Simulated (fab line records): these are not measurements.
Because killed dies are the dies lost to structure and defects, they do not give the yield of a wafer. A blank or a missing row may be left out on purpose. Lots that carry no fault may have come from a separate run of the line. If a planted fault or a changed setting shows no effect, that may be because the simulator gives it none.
Chamber matching + flow nand-harc + rie-diel-01 running NHARC_A_CHANNEL_FILL_D2_ETCHBACK_20: 4 sister chambers
The step etches the open film in C4F8/O2/Ar, target depth 27 nm, time 13.5 s. 4 wafers are shown with their chamber, then 10 later ones without.

== EACH WAFER AND ITS CHAMBER ==
| wafer  | chamber | rf-vpp-V (V) |
|--------|---------|--------------|
| L083.6 | 3       | 980          |
| L090.3 | 2       | 969          |
| L091.1 | 0       | 972          |
| L091.3 | 1       | 973          |

== WAFERS WHOSE CHAMBER IS MISSING ==
| wafer  | rf-vpp-V (V) |
|--------|--------------|
| L091.4 | 980          |
| L091.2 | 969          |
| L091.5 | 969          |
| L091.6 | 974          |
| L095.1 | 979          |
| L095.4 | 971          |
| L095.5 | 971          |
| L097.1 | 971          |
| L097.3 | 971          |
| L097.4 | 974          |

== WHICH CHAMBER EACH ONE RAN IN ==
| wafer  | from the rows above          | in truth |
|--------|------------------------------|----------|
| L091.4 | 3                            | 3        |
| L091.2 | 2                            | 2        |
| L091.5 | 2                            | 2        |
| L091.6 | can't be placed: 1 or 0      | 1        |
| L095.1 | 3                            | 3        |
| L095.4 | can't be placed: 0 or 1 or 2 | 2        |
| L095.5 | can't be placed: 0 or 1 or 2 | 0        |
| L097.1 | can't be placed: 0 or 1 or 2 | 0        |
| L097.3 | can't be placed: 0 or 1 or 2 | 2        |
| L097.4 | can't be placed: 1 or 0      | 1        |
4 of 10 placed correctly. Can't be placed from these rows: 6 (the true chamber is among the candidates in 6). Placed wrongly: 0.
How it was worked out, from the rows above alone: a wafer's distance from a chamber is the root of the sum, over the readings, of the square of ((its reading less the chamber's mean) divided by the reading's scatter). If the next closest chamber is less than 2 further off than the closest, the wafer can't be placed; otherwise it belongs to the closest. Each chamber's mean is taken over the wafers shown for it. The scatter (one wafer shown for each chamber): square how far every hidden wafer sits from the nearest shown wafer, average those squares and take the square root.
